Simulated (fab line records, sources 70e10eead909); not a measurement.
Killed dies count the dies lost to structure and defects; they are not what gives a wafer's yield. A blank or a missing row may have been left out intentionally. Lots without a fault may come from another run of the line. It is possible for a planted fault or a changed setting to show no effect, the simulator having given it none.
What tool caused it?    flow nand-harc    12 lots, 36 wafers sampled, at 6 steps of a route of 1302

== WHAT EACH GAUGE READ, for each wafer ==
NHARC_P_CONTACT_CD_MEAS_19.
lot   measured      on         cd-nm (nm)
L421  day 6 06:24   cd-sem-02  88.7 89.6 89.4
L423  day 6 18:28   cd-sem-03  89.5 91.8 89.7
L425  day 7 10:48   cd-sem-03  91.5 91.2 92.2
L424  day 7 11:11   cd-sem-03  85.9 91.0 88.4
L426  day 8 02:15   cd-sem-03  92.0 90.3 93.0
L433  day 10 18:59  cd-sem-01  92.7 91.8 92.1
L434  day 11 04:47  cd-sem-01  90.2 92.2 93.3
L436  day 11 22:38  cd-sem-03  86.6 89.8 89.1
L437  day 12 19:01  cd-sem-02  90.5 94.6 91.1
L440  day 13 19:38  cd-sem-03  87.9 92.5 86.9
L441  day 14 13:30  cd-sem-03  88.1 93.7 92.9
L444  day 15 19:46  cd-sem-02  89.1 90.4 89.4

NHARC_P_M0_INSPECT_11.
lot   measured      on                 raw-defect-count
L421  day 6 09:40   defect-inspect-01  2 3 1
L423  day 6 21:45   defect-inspect-01  325 368 343
L425  day 7 14:18   defect-inspect-01  13 12 10
L424  day 7 14:38   defect-inspect-02  309 315 330
L426  day 8 05:23   defect-inspect-02  328 343 371
L433  day 10 22:38  defect-inspect-01  5 7 4
L434  day 11 08:06  defect-inspect-01  4 7 3
L436  day 12 01:53  defect-inspect-02  9 4 9
L437  day 12 22:08  defect-inspect-02  4 1 3
L440  day 13 22:48  defect-inspect-02  3 3 1
L441  day 14 16:37  defect-inspect-01  7 9 11
L444  day 15 22:54  defect-inspect-02  5 5 3

NHARC_END_SORT_01.
lot   measured      on         defect-limited-yield (%)  killed-at-array  killed-at-other  killed-at-periphery  killed-dies  killed-open  killed-short
L423  day 25 14:16  prober-01  78.4 75.9 79.9            65 76 67         1 2 0            80 85 69             146 163 136  2 4 3        2 4 2
L424  day 26 01:07  prober-02  81.5 81.8 81.1            45 46 58         1 1 1            79 76 69             125 123 128  2 3 2        2 2 5
L426  day 26 23:58  prober-02  77.7 76.7 75.9            75 80 85         1 0 0            75 78 78             151 158 163  3 1 4        3 3 2

== WHICH TOOL RAN EACH LOT (tool, then ch and the chambers of the sampled wafers, then the start) ==
lot   NHARC_P_M0_DEP_00                NHARC_P_M0_ETCH_34                  NHARC_P_M0_STRIP_18
L421  pecvd-04 ch 0,1, day 6 08:42     rie-diel-07 ch 0,1, day 6 09:49     rie-diel-07 ch 2,3, day 6 10:07
L423  pecvd-04 ch 0,1,2, day 6 20:53   rie-diel-07 ch 0,1,3, day 6 21:55   rie-diel-07 ch 0,1,3, day 6 22:16
L425  pecvd-01 ch 0,1,2, day 7 13:29   rie-diel-11 ch 0,1,2, day 7 14:28   rie-diel-11 ch 0,1,2, day 7 14:50
L424  pecvd-04 ch 1,2, day 7 13:37     rie-diel-11 ch 0,1,2, day 7 14:55   rie-diel-11 ch 1,2,3, day 7 15:15
L426  pecvd-04 ch 1,2, day 8 04:33     rie-diel-07 ch 0,1,3, day 8 05:40   rie-diel-04 ch 0,1,2, day 8 05:57
L433  pecvd-01 ch 0,1, day 10 21:48    rie-diel-07 ch 0,2,3, day 10 22:48  rie-diel-07 ch 0,1,3, day 10 23:09
L434  pecvd-04 ch 0,2, day 11 07:08    rie-diel-04 ch 0,1,2, day 11 08:15  rie-diel-04 ch 0,1,2, day 11 08:32
L436  pecvd-04 ch 0,1, day 12 01:07    rie-diel-11 ch 1,2,3, day 12 02:02  rie-diel-04 ch 1,3, day 12 02:21
L437  pecvd-04 ch 0,1,2, day 12 21:18  rie-diel-07 ch 0,1,3, day 12 22:17  rie-diel-07 ch 1,2,3, day 12 22:35
L440  pecvd-03 ch 0,1,2, day 13 21:58  rie-diel-11 ch 1,2, day 13 22:57    rie-diel-11 ch 0,1, day 13 23:14
L441  pecvd-04 ch 0,2, day 14 15:47    rie-diel-11 ch 0,1, day 14 16:49    rie-diel-07 ch 1,2, day 14 17:08
L444  pecvd-04 ch 1,2, day 15 22:02    rie-diel-11 ch 0,2,3, day 15 23:15  rie-diel-11 ch 0,2,3, day 15 23:40
- NHARC_P_M0_DEP_00: deposits SiOC, target thk 150 nm.
- NHARC_P_M0_ETCH_34: etches the open film in N2/H2, target depth 40 nm, overetch 12 nm, time 43.94 s.
- NHARC_P_M0_STRIP_18: strips in N2/H2.

== AS READ BY THE TOOLS THEMSELVES (means over the sampled wafers that have a number; for cases with no such wafer, the mark the record gives instead) ==
NHARC_P_M0_ETCH_34.
lot   tool         drypump-motor-current-A (A)  oes-product-au (a.u.)  rf-vpp-V (V)  showerhead-plenum-p-Torr (Torr)  throttle-valve-pct (%)
L421  rie-diel-07  5.0                          0.992                  432.0         2.11                             14.163
L423  rie-diel-07  5.5                          0.993                  432.8         2.13                             14.173
L425  rie-diel-11  5.8                          1.003                  429.3         1.97                             14.183
L424  rie-diel-11  5.8                          1.014                  428.0         1.97                             14.174
L426  rie-diel-07  5.5                          0.987                  432.7         2.12                             14.170
L433  rie-diel-07  5.4                          0.990                  431.3         2.07                             14.173
L434  rie-diel-04  5.7                          1.012                  430.0         2.05                             14.179
L436  rie-diel-11  5.7                          1.002                  429.6         2.02                             14.176
L437  rie-diel-07  5.5                          0.999                  433.7         2.12                             14.166
L440  rie-diel-11  5.8                          1.012                  428.5         1.97                             14.178
L441  rie-diel-11  6.0                          1.020                  428.0         1.96                             14.169
L444  rie-diel-11  5.4                          1.001                  429.1         1.99                             14.178

NHARC_P_M0_STRIP_18.
lot   tool         drypump-motor-current-A (A)  oes-product-au (a.u.)  rf-vpp-V (V)  showerhead-plenum-p-Torr (Torr)  throttle-valve-pct (%)
L421  rie-diel-07  5.7                          0.986                  90.9          2.08                             14.173
L423  rie-diel-07  5.5                          0.985                  90.9          2.13                             14.167
L425  rie-diel-11  5.8                          1.005                  90.6          1.97                             14.174
L424  rie-diel-11  5.7                          1.000                  90.3          2.03                             14.173
L426  rie-diel-04  5.6                          1.005                  88.9          1.94                             14.174
L433  rie-diel-07  5.5                          0.986                  91.3          2.12                             14.174
L434  rie-diel-04  5.6                          1.014                  90.3          2.05                             14.172
L436  rie-diel-04  5.7                          1.003                  91.0          2.11                             14.174
L437  rie-diel-07  5.7                          0.998                  91.5          2.12                             14.157
L440  rie-diel-11  6.0                          1.017                  90.8          1.96                             14.173
L441  rie-diel-07  5.6                          0.990                  90.9          2.09                             14.165
L444  rie-diel-11  5.5                          0.999                  90.3          1.99                             14.173

== THE ANSWER, worked out from the rows above alone ==
Rule: the usual values come from the lots themselves. Put in order of their means at a reading, lots are off if they are a third of the lots or fewer, leave a main group of 4 or more, and stand apart from it by a gap of 3 or more times the standard deviation of the main group's means; of several such gaps the widest counts. The tables above print the reading to a certain number of digits; a main group whose means all agree to those digits is not used. Also off: a lot with no number at a reading for which 4 or more lots have one. Any other lot the step has rows for is counted as sound. Order of review: gauges by route order, followed by the tools' own readings, for which a lot's mean as printed above is used. The first step at which some lot is off is used, and at that step the reading that is off furthest; a lot without a number counts as furthest.
Off at NHARC_P_M0_INSPECT_11 (raw-defect-count): L423, L424, L426. The main group: mean 5.5, standard deviation 3.1.
If a tool, at a process step before that reading, ran all the lots that are off and no sound lot after the first of them, it fits. The gauges at NHARC_P_M0_INSPECT_11 are tried like those tools. No candidate that was tried fits.

== WHAT THE SIMULATOR HAD PUT IN ==
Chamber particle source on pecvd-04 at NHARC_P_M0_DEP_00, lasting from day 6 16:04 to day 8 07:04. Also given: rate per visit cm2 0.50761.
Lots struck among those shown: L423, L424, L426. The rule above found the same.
